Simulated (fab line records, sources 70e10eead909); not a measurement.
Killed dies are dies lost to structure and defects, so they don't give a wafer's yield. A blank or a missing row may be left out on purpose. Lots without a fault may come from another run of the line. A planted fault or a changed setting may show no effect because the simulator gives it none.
Chamber matching | flow nand_harc | NHARC_A_STAIRCASE_TRIM_187 on rie_diel-01: 4 sister chambers
The step chemistry O2, time 211.2 s. 6 wafers are shown with their chamber, then 7 later ones without.

WAFERS WITH THEIR CHAMBER
wafer  | chamber | drypump_motor_current_A (A) | showerhead_plenum_p_Torr (Torr)
L082.4 | 2       | 5.2                         | 3.52
L083.2 | 1       | 4.8                         | 3.49
L091.3 | 3       | 5.6                         | 3.45
L091.6 | 0       | 6.3                         | 3.39
L092.1 | 1       | 4.8                         | 3.47
L092.3 | 0       | 6.4                         | 3.38

WAFERS WITHOUT THEIR CHAMBER
wafer  | drypump_motor_current_A (A) | showerhead_plenum_p_Torr (Torr)
L092.5 | 5.3                         | 3.50
L095.1 | 5.6                         | 3.44
L095.4 | 6.3                         | 3.38
L095.5 | 4.9                         | 3.47
L097.1 | 4.8                         | 3.46
L097.3 | 5.6                         | 3.44
L097.4 | 5.3                         | 3.49

WHICH CHAMBER EACH WENT THROUGH
wafer  | from the rows above | in truth
L092.5 | 2                   | 2
L095.1 | 3                   | 3
L095.4 | 0                   | 0
L095.5 | 1                   | 1
L097.1 | 1                   | 1
L097.3 | 3                   | 3
L097.4 | 2                   | 2
Placed correctly: 7 of 7. Can't be placed from these rows: 0. Placed wrongly: 0.
How it was worked out, from the rows above alone: a wafer's distance from a chamber is the root of the sum, over the readings, of the square of ((its reading less the chamber's mean) divided by the reading's scatter). The wafer belongs to the nearest chamber; if the next one is less than 2 further off, it can't be placed. A chamber's mean is the mean of its shown wafers. The scatter: the root of (the sum of the squares of (reading less its chamber's mean) over the shown wafers, divided by (wafers less chambers)).
